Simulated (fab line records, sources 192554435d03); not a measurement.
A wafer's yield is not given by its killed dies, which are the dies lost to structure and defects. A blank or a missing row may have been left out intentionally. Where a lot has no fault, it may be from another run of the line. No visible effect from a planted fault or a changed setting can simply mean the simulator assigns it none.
Matching of chambers | flow n5 finfet | rie diel-03 running N5_BEOL_M8_STRIP_19: 4 sister chambers
The step strips in O2. 24 wafers are shown with their chamber, then 12 later ones without.

WAFERS, EACH WITH ITS CHAMBER
wafer  | chamber | showerhead plenum p Torr (Torr) | drypump motor current A (A) | throttle valve pct (%)
L077.1 | 3       | 2.07                            | 5.5                         | 16.72
L077.2 | 1       | 2.12                            | 5.8                         | 16.62
L077.3 | 0       | 2.17                            | 5.8                         | 16.48
L077.4 | 0       | 2.17                            | 5.8                         | 16.47
L077.5 | 3       | 2.07                            | 5.5                         | 16.71
L077.6 | 1       | 2.12                            | 5.8                         | 16.61
L078.1 | 0       | 2.17                            | 5.8                         | 16.48
L078.3 | 1       | 2.12                            | 5.8                         | 16.64
L078.6 | 3       | 2.07                            | 5.5                         | 16.71
L081.1 | 2       | 2.23                            | 5.9                         | 16.21
L081.3 | 3       | 2.07                            | 5.5                         | 16.73
L081.5 | 3       | 2.07                            | 5.5                         | 16.72
L080.1 | 2       | 2.23                            | 6.0                         | 16.23
L080.4 | 0       | 2.17                            | 5.8                         | 16.54
L080.5 | 3       | 2.07                            | 5.5                         | 16.71
L083.1 | 2       | 2.23                            | 5.9                         | 16.21
L083.2 | 1       | 2.11                            | 5.8                         | 16.66
L083.3 | 0       | 2.17                            | 5.8                         | 16.52
L083.4 | 1       | 2.11                            | 5.8                         | 16.66
L083.5 | 2       | 2.23                            | 5.9                         | 16.20
L083.6 | 0       | 2.17                            | 5.8                         | 16.50
L087.2 | 2       | 2.23                            | 5.8                         | 16.23
L087.5 | 3       | 2.06                            | 5.5                         | 16.76
L087.6 | 2       | 2.23                            | 5.9                         | 16.23

SIGNATURES (averages over the wafers above)
reading                  | chamber 0 | chamber 1 | chamber 2 | chamber 3 | scatter within a chamber
showerhead plenum p Torr | 2.1700    | 2.1160    | 2.2300    | 2.0686    | 0.00321
drypump motor current A  | 5.800     | 5.800     | 5.900     | 5.500     | 0.0316
throttle valve pct       | 16.4983   | 16.6380   | 16.2183   | 16.7229   | 0.0207
Rule: a wafer's distance from a chamber is the root of the sum, over the readings, of the square of ((its reading less the chamber's mean) divided by the reading's scatter). The wafer belongs to the nearest chamber; if the next one is less than 2 further off, it can't be placed. How the scatter is found: for the shown wafers, subtract from each reading the mean of its chamber, square and add these, divide the total by (wafers less chambers), then take the root.

WAFERS MISSING THEIR CHAMBER
wafer  | showerhead plenum p Torr (Torr) | drypump motor current A (A) | throttle valve pct (%)
L093.1 | 2.16                            | 5.8                         | 16.13
L093.2 | 2.06                            | 5.5                         | 16.80
L093.5 | 2.06                            | 5.5                         | 16.79
L094.1 | 2.15                            | 5.8                         | 16.15
L094.2 | 2.05                            | 5.5                         | 16.80
L094.6 | 2.15                            | 5.7                         | 16.14
L095.1 | 2.10                            | 5.8                         | 16.73
L095.2 | 2.15                            | 5.8                         | 16.16
L095.3 | 2.22                            | 5.9                         | 16.28
L095.4 | 2.05                            | 5.5                         | 16.82
L095.5 | 2.05                            | 5.5                         | 16.81
L095.6 | 2.22                            | 5.9                         | 16.26

THE CHAMBER EACH PASSED THROUGH
wafer  | from the rows above | in truth
L093.1 | 0                   | 0
L093.2 | 3                   | 3
L093.5 | 3                   | 3
L094.1 | 0                   | 0
L094.2 | 3                   | 3
L094.6 | 0                   | 0
L095.1 | 1                   | 1
L095.2 | 0                   | 0
L095.3 | 2                   | 2
L095.4 | 3                   | 3
L095.5 | 3                   | 3
L095.6 | 2                   | 2
12 of 12 placed correctly. Not placeable from these rows: 0. 0 placed wrongly.
